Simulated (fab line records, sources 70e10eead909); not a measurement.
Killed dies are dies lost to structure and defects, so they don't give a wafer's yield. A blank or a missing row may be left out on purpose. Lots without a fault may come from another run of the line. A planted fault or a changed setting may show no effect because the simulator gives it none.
One fault seen from 3 desks | flow nand_harc | each desk has only its own numbers; what lay behind them comes last

THE METROLOGY DESK
What the gauges read, lot by lot, whatever tool the lot ran on: means of the sampled wafers that have a number. A lot is out of limits, marked OUT, if its mean lies more than 4 standard deviations from the usual mean; the brackets give that distance.
Columns: A = cd_nm at NHARC_P_M0_CD_MEAS_16, usual 89.8 nm
lot  | first seen here | A
L743 | day 6 13:57     | 90.2
L744 | day 6 16:55     | 89.8
L747 | day 8 01:46     | 90.0
L750 | day 9 14:32     | 90.1
L751 | day 9 20:01     | 89.3
L752 | day 10 03:39    | 89.2
L757 | day 12 12:14    | 91.0
L758 | day 12 19:05    | 89.6
L761 | day 14 05:29    | 89.9
L763 | day 15 15:24    | 89.2
L764 | day 16 00:31    | 89.4
L765 | day 16 01:39    | 89.8
This desk's finding: nothing out of limits on any of the 12 lots.

THE TOOL OWNER'S DESK: rie_diel-04
The tool's own readings at NHARC_P_STI_ETCH_42 (etches the open film in N2/H2, target depth 80 nm, overetch 24 nm, time 61 s): means of the sampled wafers that have a number, for each lot that ran on this tool. A lot is out of limits, marked OUT, if its mean lies more than 4 standard deviations from the usual mean; the brackets give that distance.
Columns: A = drypump_motor_current_A at NHARC_P_STI_ETCH_42, usual 5.7 A; B = oes_product_au at NHARC_P_STI_ETCH_42, usual 0.998 a.u.; C = rf_vpp_V at NHARC_P_STI_ETCH_42, usual 432.0 V; D = showerhead_plenum_p_Torr at NHARC_P_STI_ETCH_42, usual 2.09 Torr; E = throttle_valve_pct at NHARC_P_STI_ETCH_42, usual 14.172 %
lot  | first seen here | A   | B                | C     | D    | E
L743 | day 3 05:08     | 5.9 | 1.004            | 434.2 | 2.16 | 14.177
L750 | day 6 03:26     | 5.5 | 0.997            | 435.0 | 2.17 | 14.178
L751 | day 6 13:42     | 5.8 | 0.957 (-4.7) OUT | 432.9 | 2.11 | 14.171
L752 | day 7 00:20     | 5.8 | 0.949 (-5.6) OUT | 434.7 | 2.16 | 14.170
L761 | day 10 22:05    | 5.9 | 1.001            | 432.0 | 2.11 | 14.167
L763 | day 11 13:01    | 5.6 | 0.997            | 433.5 | 2.17 | 14.165
This desk's finding: out of limits on L751, L752; first on L751, day 6 13:42 (oes_product_au at NHARC_P_STI_ETCH_42). In limits: L743, L750, L761, L763.

THE DEFECT DESK
What the inspections along the route counted, lot by lot: means of the sampled wafers that have a number. A lot is out of limits, marked OUT, if its mean lies more than 4 standard deviations from the usual mean; the brackets give that distance.
Columns: A = raw_defect_count at NHARC_P_STI_INSPECT_11, usual 6
lot  | first seen here | A
L743 | day 3 04:55     | 7
L744 | day 3 15:05     | 7
L747 | day 4 22:11     | 7
L750 | day 6 03:11     | 6
L751 | day 6 13:29     | 5
L752 | day 7 00:07     | 8
L757 | day 9 02:19     | 6
L758 | day 9 10:40     | 5
L761 | day 10 21:50    | 8
L763 | day 11 12:47    | 12
L764 | day 11 22:14    | 7
L765 | day 12 09:32    | 7
This desk's finding: nothing out of limits on any of the 12 lots.

PUT TOGETHER
The tool owner's desk could have raised an alarm at day 6 13:42, on L751, L752.
The metrology desk saw nothing out of limits.
The defect desk saw nothing out of limits.
The metrology desk has L751, L752 on record, within its limits.
The defect desk has L751, L752 on record, within its limits.
Of the lots named, all ran NHARC_P_STI_ETCH_42 on rie_diel-04.

WHAT THE SIMULATOR HAD PUT IN
Process parameter drift: rie_diel-04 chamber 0, from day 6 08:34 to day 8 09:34, at NHARC_P_STI_ETCH_42. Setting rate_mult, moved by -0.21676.
Lots struck among those shown: L751, L752.
Hours from the fault's start to each desk's first reading out of limits: the tool owner's desk, 5.
